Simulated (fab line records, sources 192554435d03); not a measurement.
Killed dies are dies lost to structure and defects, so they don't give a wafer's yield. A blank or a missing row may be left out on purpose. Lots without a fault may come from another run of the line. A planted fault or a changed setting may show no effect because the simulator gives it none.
Chamber matching | flow n5_finfet | N5_BEOL_M9_STRIP_36 on rie_diel-03: 4 sister chambers
The step strips in N2/H2. 18 wafers are shown with their chamber, then 9 later ones without.

WAFERS WITH THEIR CHAMBER
wafer  | chamber | throttle_valve_pct (%) | showerhead_plenum_p_Torr (Torr) | drypump_motor_current_A (A)
L075.1 | 2       | 22.8                   | 2.48                            | 6.6
L075.4 | 1       | 24.0                   | 2.41                            | 5.6
L075.6 | 1       | 24.0                   | 2.41                            | 5.6
L077.4 | 2       | 22.7                   | 2.47                            | 6.5
L077.5 | 1       | 24.0                   | 2.40                            | 5.6
L077.6 | 0       | 24.1                   | 2.57                            | 5.8
L083.1 | 2       | 22.8                   | 2.47                            | 6.6
L083.3 | 3       | 23.1                   | 2.71                            | 5.5
L083.4 | 0       | 24.1                   | 2.57                            | 5.9
L081.2 | 3       | 23.1                   | 2.71                            | 5.5
L081.3 | 1       | 24.0                   | 2.40                            | 5.6
L081.5 | 0       | 24.1                   | 2.57                            | 5.8
L087.2 | 2       | 22.8                   | 2.46                            | 6.5
L087.3 | 3       | 23.1                   | 2.70                            | 5.5
L087.4 | 1       | 24.0                   | 2.39                            | 5.6
L093.2 | 2       | 22.8                   | 2.46                            | 6.6
L093.4 | 0       | 24.1                   | 2.56                            | 5.8
L093.6 | 3       | 23.2                   | 2.70                            | 5.5

SIGNATURES (means of the wafers above)
reading                  | chamber 0 | chamber 1 | chamber 2 | chamber 3 | scatter within a chamber
throttle_valve_pct       | 24.100    | 24.000    | 22.780    | 23.125    | 0.0333
showerhead_plenum_p_Torr | 2.5675    | 2.4020    | 2.4680    | 2.7050    | 0.00725
drypump_motor_current_A  | 5.825     | 5.600     | 6.560     | 5.500     | 0.0373
Rule: a wafer's distance from a chamber is the root of the sum, over the readings, of the square of ((its reading less the chamber's mean) divided by the reading's scatter). The wafer belongs to the nearest chamber; if the next one is less than 2 further off, it can't be placed. The scatter: the root of (the sum of the squares of (reading less its chamber's mean) over the shown wafers, divided by (wafers less chambers)).

WAFERS WITHOUT THEIR CHAMBER
wafer  | throttle_valve_pct (%) | showerhead_plenum_p_Torr (Torr) | drypump_motor_current_A (A)
L094.2 | 23.1                   | 2.70                            | 5.5
L094.3 | 24.0                   | 2.39                            | 5.6
L094.5 | 22.8                   | 2.46                            | 6.6
L095.1 | 23.1                   | 2.70                            | 5.5
L095.4 | 24.0                   | 2.39                            | 5.6
L095.6 | 24.1                   | 2.56                            | 5.8
L097.2 | 23.1                   | 2.69                            | 5.5
L097.5 | 23.2                   | 2.69                            | 5.5
L097.6 | 22.8                   | 2.45                            | 6.5

WHICH CHAMBER EACH WENT THROUGH
wafer  | from the rows above | in truth
L094.2 | 3                   | 3
L094.3 | 1                   | 1
L094.5 | 2                   | 2
L095.1 | 3                   | 3
L095.4 | 1                   | 1
L095.6 | 0                   | 0
L097.2 | 3                   | 3
L097.5 | 3                   | 3
L097.6 | 2                   | 2
Placed correctly: 9 of 9. Can't be placed from these rows: 0. Placed wrongly: 0.
